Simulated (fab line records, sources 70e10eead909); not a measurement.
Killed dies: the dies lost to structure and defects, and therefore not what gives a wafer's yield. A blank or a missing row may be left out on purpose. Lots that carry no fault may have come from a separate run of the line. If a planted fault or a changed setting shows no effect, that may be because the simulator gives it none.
Problem report, 8D (eight disciplines) form, completed by code | flow nand-harc | the parts of the form that need people (team, actions taken, sign-off) are left out

== 1. PROBLEM STATEMENT ==
run-length-s at NHARC_A_CONTACT_ETCH_48 reads a mean of 67.1 s on 4 wafers of 3 lots; wafers without a fault read 86.6 s with a standard deviation of 0.49. That is -40 standard deviations from the usual mean.
The step: etches the open film in CF4, target depth 39 nm, time 65 s.
First seen on wafer L812.3, day 18 16:26, on rie-diel-07. The record has a number at this step for 45 wafers belonging to 15 lots. By rule, "out" or "out of limits" means more than 4 standard deviations away from the usual mean. The rest of the wafers with a number are treated as sound.

== 2. WHAT THIS IS AND IS NOT ==
question                    | is                             | is not
which readings at this step | run-length-s                   | cf4-flow-sccm, drypump-motor-current-A, rf-vpp-V, showerhead-plenum-p-Torr, throttle-valve-pct
which lots                  | L812, L814, L817               | L802, L803, L804, L805, L806, L807, L808, L810, L819, L821, L823, L825
which wafers of those lots  | L812.3, L814.3, L814.6, L817.6 | L812.1, L812.4, L814.1, L817.2, L817.4
read on which tools         | rie-diel-07                    | rie-diel-01, rie-diel-03
when                        | from day 18 16:26              | up to then (26 sound wafers); but 15 sound wafers of L814, L817, L819, L821, L823, L825 came after

== 3. WHAT RULES OUT EACH SUSPECT ==
Counting: a tool at a process step up to the reading stays a suspect if it ran every lot that is out. Sound lots after the first of them don't rule it out here, since some wafers of a struck lot are sound.
- rie-diel-07 at NHARC_A_CONTACT_ETCH_48 (etches the open film in CF4, target depth 39 nm, time 65 s): kept. It ran every lot that is out, first L812 (day 18 16:26); its last sound lot up to then is L810 (day 18 10:56). Its own readings are out on those wafers: run-length-s.
After counting, what remains is rie-diel-07 at NHARC_A_CONTACT_ETCH_48.

== 4. THE CAUSE (what the simulator had put in) ==
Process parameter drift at NHARC_A_CONTACT_ETCH_48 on rie-diel-07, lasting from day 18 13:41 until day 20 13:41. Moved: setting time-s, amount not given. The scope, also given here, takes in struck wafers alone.
Counting left only this tool.

== 5. THE EFFECT CHAIN, in route order ==
Rows list readings where the struck wafers' mean (over those with a number) sits beyond 3 standard deviations from the usual. Only readings whose record carries a usual standard deviation are examined. hours: median over the lots of the time between each lot's start at the first step of this table that gives one and its start at this step. sigmas: the change, counted in usual standard deviations.
hours | step                    | reading      | usual  | on struck wafers | change | sigmas
0     | NHARC_A_CONTACT_ETCH_48 | run-length-s | 86.6 s | 67.1             | -19.5  | -40
It contains these process steps:
- NHARC_A_CONTACT_ETCH_48: etches the open film in CF4, target depth 39 nm, time 65 s.

== 6. WHAT WOULD HAVE CAUGHT IT SOONER ==
The fault began at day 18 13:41; the first out-of-limits reading in this record came at day 18 16:26, 3 hours later.
